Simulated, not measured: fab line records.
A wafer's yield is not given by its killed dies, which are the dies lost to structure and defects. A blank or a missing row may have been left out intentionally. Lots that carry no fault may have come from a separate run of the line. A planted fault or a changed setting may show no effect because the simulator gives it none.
fab line records | flow n5-finfet | part 1 of 2: steps 1 to 4 of 6
[record] lots = 22 wafers = 66 last-day = 20
route steps=1938 shown BEOL_M6@1217 BEOL_M7@1281
lots with no fault: from the same line, run without faults
start-h: start of the lot's first displayed wafer, in hours after the record's first day | wait-h: hours since the lot's step before | " identical to the entry in the row above | L1.1+2: a row that stands for several wafers | - no value, or no start given | * or withheld: withheld | < > ~ a bound
route shown NAME@n: NAME is a module with steps in the file, n the number in the route of the first one | usual: mean/standard deviation of fault-free wafers | same: alike in all rows | chamber/n: place in a boat | sites: the reading at each site | _std_site: standard deviation of those values | _edge_site: mean of outer sites minus mean of inner sites | radius-mm: how far each site lies from the wafer's centre | mask NAME#n: copy n | behind: the tool/chamber that last shaped the wafer | hold: cause of the lot's hold/its duration in hours/its outcome | device: the n, p or np transistor that did not switch | end of line: tests of these same wafers at the route's end | for a step that has no rows: nothing shown but its recipe | killed: dies lost to structure and defects at the first sort, not the wafer's yield | map: the dies of a wafer, with x for killed, . for not killed, _ for no die there
set.NAME: setting as actually run; set.NAME@STEP: the setting as run at that earlier step | model.NAME: the simulator's own value behind a step, which no gauge read
a sample of lots followed through the steps of the route, with each step as a table and each wafer as a row
services: from which hour (start-h, from the record's first day; less than 0 if before it) a tool's chamber was out of use, for how many hours, and why
[[steps]]
[step N5_BEOL_M6_CD_MEAS_18]
[recipe] pitch-nm = 80 target-cd-nm = 40
[usual] cd-nm = 40.6/0.9
// columns lot.wafer tool chamber start-h wait-h cd-nm
L074.2 cd-sem-02 - 211.44 0.1 40.8
L074.3 " - " " 40.4
L074.5 " - " " 39.2
L075.3 cd-sem-02 - 237.35 0.1 41.3
L075.5 " - " " 41.1
L075.6 " - " " 40.7
L078.1 cd-sem-03 - 237.80 0.0 41.5
L078.3 " - " " 42.1
L078.6 " - " " 40.7
L077.1 cd-sem-02 - 246.37 0.0 37.8
L077.4 " - " " 38.6
L077.5 " - " " 38.2
L079.1 cd-sem-02 - 255.54 0.0 41.0
L079.4 " - " " 40.3
L079.6 " - " " 42.0
L082.2 cd-sem-03 - 267.40 0.1 39.3
L082.4 " - " " 38.8
L082.5 " - " " 40.2
L083.2 cd-sem-03 - 268.94 0.1 40.8
L083.5 " - " " 40.1
L083.6 " - " " 41.0
L081.2 cd-sem-01 - 275.93 0.1 39.6
L081.3 " - " " 40.9
L081.4 " - " " 41.0
L080.1 cd-sem-02 - 277.53 0.0 40.1
L080.3 " - " " 40.2
L080.6 " - " " 41.4
L084.1 cd-sem-02 - 285.25 0.0 41.6
L084.4 " - " " 41.4
L084.6 " - " " 41.8
L085.1 cd-sem-02 - 292.89 0.1 40.6
L085.2 " - " " 38.3
L085.4 " - " " 39.7
L088.1 cd-sem-02 - 300.52 0.0 40.3
L088.2 " - " " 41.4
L088.6 " - " " 41.5
L087.1 cd-sem-03 - 307.41 0.0 41.1
L087.2 " - " " 39.8
L087.4 " - " " 40.8
L089.1 cd-sem-02 - 315.59 0.0 39.4
L089.2 " - " " 39.3
L089.6 " - " " 40.0
L086.2 cd-sem-02 - 318.01 0.1 40.2
L086.4 " - " " 41.9
L086.6 " - " " 40.7
L091.1 cd-sem-02 - 318.26 0.0 40.8
L091.4 " - " " 40.1
L091.5 " - " " 40.3
L093.3 cd-sem-02 - 334.11 0.1 41.0
L093.4 " - " " 39.0
L093.6 " - " " 40.9
L092.1 cd-sem-02 - 339.95 0.0 41.4
L092.3 " - " " 40.0
L092.5 " - " " 41.0
L094.4 cd-sem-03 - 349.38 0.1 41.5
L094.5 " - " " 40.6
L094.6 " - " " 41.3
L096.2 cd-sem-03 - 356.85 0.1 41.0
L096.3 " - " " 39.8
L096.4 " - " " 41.0
L095.2 cd-sem-03 - 364.01 0.1 41.7
L095.4 " - " " 40.6
L095.5 " - " " 41.5
L097.1 cd-sem-03 - 366.41 0.0 38.6
L097.4 " - " " 39.6
L097.6 " - " " 38.3
[step N5_BEOL_M6_INSPECT_30]
[recipe] mode = adi inspect-instrument = brightfield
[usual] raw-defect-count = 416/95
// columns lot.wafer tool chamber start-h wait-h raw-defect-count
L074.2 defect-inspect-02 - 212.27 0.0 395
L074.3 " - " " 320
L074.5 " - " " 379
L075.3 defect-inspect-02 - 241.56 0.0 289
L075.5 " - " " 304
L075.6 " - " " 427
L078.1 defect-inspect-02 - 241.73 0.1 460
L078.3 " - " " 485
L078.6 " - " " 504
L077.1 defect-inspect-02 - 249.55 0.1 545
L077.4 " - " " 374
L077.5 " - " " 434
L079.1 defect-inspect-01 - 256.21 0.1 426
L079.4 " - " " 340
L079.6 " - " " 399
L082.2 defect-inspect-02 - 269.17 0.0 563
L082.4 " - " " 557
L082.5 " - " " 560
L083.2 defect-inspect-02 - 269.46 0.0 286
L083.5 " - " " 256
L083.6 " - " " 247
L081.2 defect-inspect-02 - 276.78 0.0 597
L081.3 " - " " 446
L081.4 " - " " 441
L080.1 defect-inspect-02 - 278.75 0.1 509
L080.3 " - " " 485
L080.6 " - " " 493
L084.1 defect-inspect-02 - 286.60 0.1 377
L084.4 " - " " 483
L084.6 " - " " 373
L085.1 defect-inspect-01 - 295.08 0.1 438
L085.2 " - " " 321
L085.4 " - " " 370
L088.1 defect-inspect-02 - 300.91 0.1 567
L088.2 " - " " 585
L088.6 " - " " 436
L087.1 defect-inspect-01 - 311.88 0.1 343
L087.2 " - " " 401
L087.4 " - " " 328
L089.1 defect-inspect-02 - 316.53 0.1 384
L089.2 " - " " 425
L089.6 " - " " 309
L086.2 defect-inspect-01 - 318.48 0.0 472
L086.4 " - " " 417
L086.6 " - " " 444
L091.1 defect-inspect-01 - 320.90 0.1 317
L091.4 " - " " 353
L091.5 " - " " 455
L093.3 defect-inspect-02 - 334.51 0.0 268
L093.4 " - " " 325
L093.6 " - " " 228
L092.1 defect-inspect-02 - 340.94 0.1 407
L092.3 " - " " 462
L092.5 " - " " 419
L094.4 defect-inspect-01 - 350.86 0.0 388
L094.5 " - " " 425
L094.6 " - " " 611
L096.2 defect-inspect-01 - 357.70 0.0 452
L096.3 " - " " 633
L096.4 " - " " 471
L095.2 defect-inspect-01 - 364.53 0.0 358
L095.4 " - " " 354
L095.5 " - " " 331
L097.1 defect-inspect-01 - 367.27 0.1 485
L097.4 " - " " 481
L097.6 " - " " 542
[step N5_BEOL_M6_ETCH_72]
[recipe] chemistry = N2/H2 target = underlayer target-depth-a = 65 mask-material = CAR-EUV time-s = 5.2 ion-energy-ev = 200 pressure-mtorr = 30 source-w = 840 bias-w = 150 n2-flow-sccm = 200 h2-flow-sccm = 200 ends = cleared
[usual] drypump-motor-current-A = 5.6/0.4 etch-rf-on-time-s = 5.14/0.15 oes-product-au = 0.66/0.074 rf-vpp-V = 523.2/2.8 showerhead-plenum-p-Torr = 2.51/0.093 throttle-valve-pct = 17.85/0.29
// columns lot.wafer tool chamber start-h wait-h drypump-motor-current-A etch-rf-on-time-s oes-product-au rf-hours-counter-h rf-vpp-V showerhead-plenum-p-Torr throttle-valve-pct
L074.2 rie-diel-04 2 212.34 0.0 5.6 4.99 0.76 38 523.2 2.58 17.91
L074.3 " 3 " " 5.5 4.97 0.67 155 523.3 2.42 17.79
L074.5 " 2 " " 5.6 4.96 0.77 - 524.3 2.58 17.91
L075.3 rie-diel-04 3 241.63 0.0 5.5 4.99 0.66 165 519.8 2.42 17.79
L075.5 " 0 " " 5.8 5.29 0.64 - 523.1 2.56 17.66
L075.6 " 1 " " 6.2 5.28 0.62 - 519.0 2.42 18.13
L078.1 rie-diel-05 2 241.80 0.0 5.3 5.29 0.59 238 525.5 2.57 17.67
L078.3 " 1 " " 6.2 4.93 0.67 154 524.1 2.51 18.06
L078.6 " 1 " " 6.2 4.96 0.66 - 524.4 2.51 18.07
L077.1 rie-diel-05 2 250.20 0.0 5.2 5.27 0.58 241 525.7 2.57 17.68
L077.4 " 2 " " 5.3 5.31 0.58 - 525.7 2.57 17.68
L077.5 " 1 " " 6.2 4.94 0.66 - 524.6 2.51 18.05
L079.1 rie-diel-05 2 256.27 0.0 5.3 5.36 0.58 243 523.9 2.57 17.66
L079.4 " 2 " " 5.3 5.38 0.58 - 524.8 2.57 17.69
L079.6 " 1 " " 6.2 5.00 0.66 - 525.6 2.51 18.05
L082.2 rie-diel-04 1 269.24 0.0 6.2 5.17 0.61 206 520.5 2.42 18.14
L082.4 " 3 " " 5.5 4.84 0.66 - 521.3 2.42 17.82
L082.5 " 1 " " 6.2 5.20 0.60 - 520.5 2.42 18.13
L083.2 rie-diel-01 2 269.53 0.0 5.1 5.24 0.59 233 523.1 2.53 18.36
L083.5 " 1 " " 5.9 5.43 0.64 - 529.1 2.68 17.83
L083.6 " 2 " " 5.2 5.22 0.59 - 524.1 2.53 18.39
L081.2 rie-diel-01 3 276.84 0.0 5.0 5.26 0.64 173 518.4 2.40 17.79
L081.3 " 2 " " 5.1 5.18 0.60 236 523.2 2.53 18.38
L081.4 " 0 " " 6.3 4.94 0.81 8 521.6 2.58 17.46
L080.1 rie-diel-01 3 279.29 0.0 5.0 5.16 0.64 175 519.7 2.40 17.82
L080.3 " 1 " " 5.9 5.32 0.65 149 527.4 2.68 17.84
L080.6 " 3 " " 5.0 5.26 0.63 - 521.7 2.40 17.83
L084.1 rie-diel-01 2 286.78 0.0 5.2 5.22 0.59 240 520.6 2.53 18.41
L084.4 " 1 " " 5.8 5.30 0.65 152 527.2 2.68 17.85
L084.6 " 2 " " 5.1 5.16 0.60 - 522.2 2.53 18.38
L085.1 rie-diel-04 0 295.14 0.0 5.8 5.24 0.63 163 523.8 2.55 17.65
L085.2 " 3 " " 5.5 4.98 0.64 185 520.9 2.41 17.85
L085.4 " 1 " " 6.2 5.36 0.58 217 522.0 2.42 18.17
L088.1 rie-diel-04 2 300.98 0.0 5.6 5.06 0.71 73 522.3 2.56 17.97
L088.2 " 0 " " 5.8 5.28 0.64 165 525.6 2.55 17.67
L088.6 " 0 " " 5.8 5.31 0.63 - 523.8 2.55 17.66
L087.1 rie-diel-05 3 312.16 0.0 5.5 4.98 0.80 21 527.0 2.67 17.11
L087.2 " 2 " " 5.3 5.09 0.79 12 522.5 2.56 17.29
L087.4 " 2 " " 5.3 5.06 0.78 - 527.3 2.56 17.32
L089.1 rie-diel-05 0 316.81 0.0 5.2 5.18 0.60 240 520.0 2.41 17.95
L089.2 " 2 " " 5.3 4.99 0.80 14 525.3 2.56 17.33
L089.6 " 3 " " 5.5 4.89 0.81 - 529.1 2.67 17.14
L086.2 rie-diel-05 3 318.55 0.0 5.5 5.01 0.80 23 528.2 2.67 17.12
L086.4 " 0 " " 5.1 5.26 0.60 240 520.2 2.41 17.92
L086.6 " 0 " " 5.1 5.31 0.61 - 518.5 2.41 17.90
L091.1 rie-diel-04 2 321.22 0.0 5.6 5.06 0.71 80 526.8 2.56 17.97
L091.4 " 3 " " 5.5 4.97 0.64 193 519.3 2.41 17.84
L091.5 " 3 " " 5.5 4.95 0.64 - 521.4 2.41 17.84
L093.3 rie-diel-01 3 334.78 0.0 5.0 5.29 0.61 197 521.7 2.39 17.86
L093.4 " 1 " " 5.8 5.32 0.63 - 526.9 2.67 17.89
L093.6 " 3 " " 5.1 5.26 0.62 - 519.7 2.39 17.81
L092.1 rie-diel-05 1 341.01 0.0 6.1 5.08 0.64 183 522.8 2.50 18.10
L092.3 " 0 " " 5.1 5.26 0.59 247 519.1 2.40 17.93
L092.5 " 0 " " 5.1 5.22 0.59 - 520.5 2.40 17.91
L094.4 rie-diel-01 3 351.30 0.0 5.0 5.21 0.61 204 520.6 2.39 17.86
L094.5 " 1 " " 5.8 5.35 0.62 - 526.7 2.66 17.88
L094.6 " 0 " " 6.2 5.01 0.76 - 527.1 2.57 17.53
L096.2 rie-diel-04 3 358.25 0.0 5.5 4.94 0.63 211 521.3 2.40 17.87
L096.3 " 2 " " 5.6 5.06 0.69 98 522.1 2.55 17.99
L096.4 " 3 " " 5.5 5.01 0.62 - 517.9 2.40 17.88
L095.2 rie-diel-04 3 365.38 0.0 5.5 4.95 0.64 215 521.8 2.40 17.88
L095.4 " 2 " " 5.6 4.99 0.68 - 525.4 2.55 18.01
L095.5 " 3 " " 5.5 4.97 0.62 - 520.1 2.40 17.90
L097.1 rie-diel-04 1 368.13 0.0 6.1 5.29 0.58 250 520.2 2.40 18.22
L097.4 " 0 " " 5.8 5.23 0.63 178 523.4 2.54 17.70
L097.6 " 1 " " 6.2 5.25 0.58 - 519.8 2.40 18.20
[step N5_BEOL_M6_STRIP_80]
[recipe] chemistry = N2/H2 time-s = 10 power-w = 450 temp-c = 40 pressure-mtorr = 20 rf-frequency-hz = 6e+07 bias-power-w = 7 n2-flow-sccm = 200 h2-flow-sccm = 200
[usual] bias-power-w = 7.003/0.02 drypump-motor-current-A = 5.6/0.4 oes-product-au = 0.77/0.087 rf-vpp-V = 59.1/0.8 showerhead-plenum-p-Torr = 2.50/0.093 throttle-valve-pct = 23.6/0.35
[same] time-s = 10
// columns lot.wafer tool chamber start-h wait-h bias-power-w drypump-motor-current-A oes-product-au rf-hours-counter-h rf-vpp-V showerhead-plenum-p-Torr throttle-valve-pct
L074.2 rie-diel-04 2 - - 6.977 5.6 0.89 38 59.8 2.58 23.6
L074.3 " 3 " " 6.971 5.5 0.75 155 59.2 2.42 23.4
L074.5 " 2 " " 7.001 5.6 0.91 - 59.6 2.58 23.6
L075.3 rie-diel-04 3 - - 7.015 5.5 0.75 165 59.5 2.42 23.4
L075.5 " 0 " " 6.999 5.8 0.76 - 59.7 2.55 23.4
L075.6 " 1 " " 7.015 6.1 0.71 - 58.6 2.42 23.8
L078.1 rie-diel-05 2 - - 7.032 5.3 0.68 238 60.2 2.57 23.2
L078.3 " 1 " " 6.978 6.1 0.76 154 58.3 2.51 23.9
L078.6 " 1 " " 7.041 6.2 0.76 - 58.4 2.51 23.9
L077.1 rie-diel-05 2 - - 7.005 5.3 0.68 241 60.0 2.56 23.2
L077.4 " 2 " " 6.985 5.3 0.68 - 58.8 2.56 23.2
L077.5 " 1 " " 7.010 6.2 0.76 - 60.0 2.51 23.9
L079.1 rie-diel-05 2 - - 6.983 5.3 0.68 244 60.3 2.56 23.2
L079.4 " 2 " " 7.010 5.3 0.69 - 60.4 2.56 23.2
L079.6 " 1 " " 7.011 6.2 0.75 - 60.0 2.51 23.9
L082.2 rie-diel-04 1 - - 7.010 6.1 0.70 206 58.6 2.42 23.8
L082.4 " 3 " " 7.015 5.5 0.75 - 57.3 2.41 23.4
L082.5 " 1 " " 7.009 6.1 0.71 - 58.8 2.42 23.8
L083.2 rie-diel-01 2 - - 7.037 5.1 0.68 233 58.8 2.53 24.4
L083.5 " 1 " " 6.993 5.8 0.77 - 59.3 2.67 23.6
L083.6 " 2 " " 7.008 5.1 0.68 - 58.4 2.53 24.4
L081.2 rie-diel-01 3 - - 7.004 5.1 0.73 173 58.0 2.40 23.5
L081.3 " 2 " " 7.007 5.1 0.68 237 60.4 2.53 24.4
L081.4 " 0 " " 7.008 6.2 0.96 9 59.1 2.58 23.2
L080.1 rie-diel-01 3 - - 6.970 5.1 0.73 175 59.2 2.40 23.5
L080.3 " 1 " " 7.022 5.8 0.77 149 60.1 2.67 23.6
L080.6 " 3 " " 6.999 5.0 0.74 - 58.0 2.40 23.5
L084.1 rie-diel-01 2 - - 7.005 5.1 0.68 240 59.1 2.53 24.4
L084.4 " 1 " " 6.997 5.8 0.76 152 59.7 2.67 23.6
L084.6 " 2 " " 7.030 5.1 0.68 - 59.5 2.53 24.4
L085.1 rie-diel-04 0 - - 7.000 5.8 0.76 163 59.5 2.55 23.4
L085.2 " 3 " " 7.035 5.5 0.74 185 58.1 2.41 23.4
L085.4 " 1 " " 6.988 6.1 0.69 218 58.3 2.41 23.8
L088.1 rie-diel-04 2 - - 7.009 5.6 0.84 73 59.0 2.56 23.7
L088.2 " 0 " " 7.026 5.8 0.76 165 59.9 2.55 23.4
L088.6 " 0 " " 6.989 5.8 0.75 - 58.9 2.55 23.4
L087.1 rie-diel-05 3 - - 7.029 5.5 0.95 22 60.2 2.66 22.8
L087.2 " 2 " " 7.016 5.3 0.93 12 58.7 2.56 23.0
L087.4 " 2 " " 7.029 5.3 0.94 - 57.8 2.56 23.0
L089.1 rie-diel-05 0 - - 6.992 5.2 0.70 240 58.8 2.40 23.8
L089.2 " 2 " " 7.013 5.3 0.94 14 59.4 2.56 23.0
L089.6 " 3 " " 6.997 5.5 0.95 - 59.5 2.66 22.8
L086.2 rie-diel-05 3 - - 7.017 5.4 0.95 24 60.1 2.66 22.8
L086.4 " 0 " " 7.021 5.2 0.70 241 58.0 2.40 23.8
L086.6 " 0 " " 7.029 5.2 0.70 - 58.8 2.40 23.8
L091.1 rie-diel-04 2 - - 6.996 5.6 0.83 80 60.0 2.56 23.7
L091.4 " 3 " " 7.012 5.5 0.72 193 58.7 2.40 23.4
L091.5 " 3 " " 6.979 5.5 0.73 - 57.4 2.40 23.4
L093.3 rie-diel-01 3 - - 7.019 5.0 0.72 198 57.3 2.39 23.5
L093.4 " 1 " " 6.972 5.8 0.75 - 59.4 2.66 23.6
L093.6 " 3 " " 7.017 5.0 0.71 - 59.6 2.39 23.5
L092.1 rie-diel-05 1 - - 7.013 6.2 0.74 183 59.5 2.50 23.9
L092.3 " 0 " " 7.028 5.1 0.69 247 59.2 2.40 23.8
L092.5 " 0 " " 6.971 5.2 0.70 - 58.9 2.40 23.8
L094.4 rie-diel-01 3 - - 6.980 5.1 0.71 204 58.3 2.38 23.5
L094.5 " 1 " " 6.991 5.8 0.74 - 59.2 2.66 23.7
L094.6 " 0 " " 6.993 6.2 0.88 - 61.7 2.56 23.2
L096.2 rie-diel-04 3 - - 6.957 5.5 0.71 212 58.6 2.40 23.5
L096.3 " 2 " " 6.992 5.6 0.81 98 60.6 2.55 23.7
L096.4 " 3 " " 6.993 5.5 0.71 - 58.7 2.40 23.5
L095.2 rie-diel-04 3 - - 6.984 5.5 0.71 216 58.2 2.39 23.5
L095.4 " 2 " " 6.972 5.6 0.81 - 59.3 2.55 23.7
L095.5 " 3 " " 6.975 5.5 0.71 - 59.8 2.40 23.5
L097.1 rie-diel-04 1 - - 7.012 6.1 0.68 250 59.1 2.40 23.9
L097.4 " 0 " " 6.997 5.8 0.74 178 58.5 2.54 23.4
L097.6 " 1 " " 7.004 6.1 0.68 - 59.5 2.40 23.9
